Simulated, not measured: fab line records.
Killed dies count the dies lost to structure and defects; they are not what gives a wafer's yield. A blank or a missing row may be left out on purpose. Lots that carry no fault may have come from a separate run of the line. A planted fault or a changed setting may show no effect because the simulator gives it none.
The same fault as seen by 2 desks -- flow n5_finfet -- every desk sees just its own numbers, and what lay behind them comes last

## METROLOGY DESK
Lot by lot, what the gauges showed, no matter which tool ran the lot: averages of those sampled wafers that carry a number. Any lot whose mean is over 4 standard deviations away from the usual mean is out of limits and marked OUT; that distance is given in the brackets. Only the readings that lie furthest out on some lot appear, 7 of the 11 it has.
Columns: A = DIBL_N at N5_BEOL_M4_RC_MEAS_101, usual 36.1 mV/V; B = DIBL_P at N5_BEOL_M4_RC_MEAS_101, usual 36.1 mV/V; C = IOFF_N at N5_BEOL_M4_RC_MEAS_101, usual 0.159 nA/um; D = ION_P at N5_BEOL_M4_RC_MEAS_101, usual 464 uA/um; E = SS_P at N5_BEOL_M4_RC_MEAS_101, usual 73.3 mV/dec; F = VT_N at N5_BEOL_M4_RC_MEAS_101, usual 249 mV; G = VT_P at N5_BEOL_M4_RC_MEAS_101, usual -250 mV
lot,first seen here,A,B,C,D,E,F,G
L694,day 6 21:07,37.0,37.7,0.140,464,73.2,252,-251
L697,day 7 12:17,37.9,36.8,0.172,462,73.2,249,-247
L699,day 8 06:52,34.1,33.9,0.132,462,72.7,252,-251
L709,day 10 21:14,36.4,35.8,0.172,461,73.3,249,-252
L714,day 11 16:41,35.3,35.2,0.148,473,72.7,249,-244
L717,day 12 19:51,35.7,36.5,0.176,470,73.8,248,-247
This desk's finding: nothing out of limits on any of the 6 lots.

## DESK OF THE TOOL OWNER: cvd_co-01
The tool's own readings at N5_BEOL_M2_CO_CAP_55 (material Co, precursor CCTBA/H2, target thk 2 nm, time 102.1 s): means of the sampled wafers that have a number, for each lot that ran on this tool. Any lot whose mean is over 4 standard deviations away from the usual mean is out of limits and marked OUT; that distance is given in the brackets.
Columns: A = heater_power_w at N5_BEOL_M2_CO_CAP_55, usual 233 W; B = run_length_s at N5_BEOL_M2_CO_CAP_55, usual 124.9 s
lot,first seen here,A,B
L694,day 6 21:11,247,125.4
L697,day 7 12:22,262,109.8 (-26) OUT
L699,day 8 06:57,251,110.5 (-24) OUT
L714,day 11 16:46,250,125.6
This desk's finding: out of limits on L697, L699; first on L697, day 7 12:22 (run_length_s at N5_BEOL_M2_CO_CAP_55). L694, L714: within limits.

## ALL TOGETHER
An alarm could have come from the tool owner's desk at day 7 12:22, on L697, L699.
Metrology desk: nothing out of limits seen.
The metrology desk holds a record of L697, L699, inside its limits.
N5_BEOL_M2_CO_CAP_55 was run on cvd_co-01 by each of the lots named.

## WHAT WAS PUT IN BY THE SIMULATOR
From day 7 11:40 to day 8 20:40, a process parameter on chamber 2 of cvd_co-01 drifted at N5_BEOL_M2_CO_CAP_55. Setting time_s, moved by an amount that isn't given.
Shown lots that were struck: L697, L699.
Hours from the fault's start to each desk's first reading out of limits: the tool owner's desk, 1.
